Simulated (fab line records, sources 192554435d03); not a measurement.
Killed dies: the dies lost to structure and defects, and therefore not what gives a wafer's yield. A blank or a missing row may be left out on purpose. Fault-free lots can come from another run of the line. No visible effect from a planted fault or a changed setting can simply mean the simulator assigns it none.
Matching of chambers    flow n5 finfet    N5_BEOL_M1_ETCH_74 on rie diel-01: 4 sister chambers
The step etches underlayer in N2/H2, target depth 6.5 nm, time 5.2 s. 20 wafers are shown with their chamber, then 10 later ones without.

WAFERS, EACH WITH ITS CHAMBER
wafer   chamber  drypump motor current A (A)  throttle valve pct (%)  showerhead plenum p Torr (Torr)
L075.2  0        5.7                          17.69                   2.51
L075.4  2        6.3                          18.03                   2.46
L075.6  1        5.5                          17.91                   2.53
L077.1  1        5.4                          17.92                   2.52
L077.2  0        5.7                          17.72                   2.51
L077.6  1        5.4                          17.93                   2.52
L080.1  1        5.5                          17.94                   2.52
L080.5  3        5.4                          17.89                   2.54
L080.6  2        6.3                          18.05                   2.46
L082.1  1        5.5                          17.96                   2.52
L082.3  2        6.3                          18.06                   2.46
L082.5  0        5.7                          17.70                   2.50
L087.1  2        6.2                          18.08                   2.46
L087.2  3        5.5                          17.89                   2.53
L087.3  1        5.5                          17.97                   2.52
L091.1  1        5.5                          17.97                   2.51
L091.2  3        5.4                          17.91                   2.53
L091.6  1        5.5                          17.97                   2.51
L092.1  1        5.5                          18.00                   2.51
L092.2  2        6.3                          18.10                   2.45

SIGNATURES (means of the wafers above)
reading                   chamber 0  chamber 1  chamber 2  chamber 3  scatter within a chamber
drypump motor current A   5.700      5.478      6.280      5.433      0.0435
throttle valve pct        17.7033    17.9522    18.0640    17.8967    0.0255
showerhead plenum p Torr  2.5067     2.5178     2.4580     2.5333     0.00596
Rule: for a wafer and a chamber, the distance is found by dividing, reading by reading, the gap between the wafer's reading and the chamber's mean by the reading's scatter, squaring, summing and taking the root. If the next closest chamber is less than 2 further off than the closest, the wafer can't be placed; otherwise it belongs to the closest. The scatter is the square root of a quotient: the sum, over the shown wafers, of each reading's squared deviation from its chamber's mean, divided by wafers minus chambers.

WAFERS MISSING THEIR CHAMBER
wafer   drypump motor current A (A)  throttle valve pct (%)  showerhead plenum p Torr (Torr)
L092.3  5.4                          17.91                   2.53
L093.1  6.3                          18.09                   2.45
L093.2  5.4                          17.94                   2.52
L093.3  5.5                          18.00                   2.51
L094.2  5.4                          17.94                   2.52
L094.3  6.3                          18.11                   2.45
L094.5  5.5                          18.00                   2.51
L097.1  5.5                          18.01                   2.51
L097.3  5.4                          17.94                   2.52
L097.6  5.5                          18.01                   2.50

WHICH CHAMBER EACH ONE RAN IN
wafer   from the rows above      in truth
L092.3  3                        3
L093.1  2                        2
L093.2  can't be placed: 1 or 3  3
L093.3  1                        1
L094.2  can't be placed: 1 or 3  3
L094.3  2                        2
L094.5  1                        1
L097.1  1                        1
L097.3  can't be placed: 1 or 3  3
L097.6  1                        1
Correctly placed: 7 of 10. Cannot be placed on the basis of these rows: 3; the candidates contain the true chamber in 3. Placed wrongly: 0.
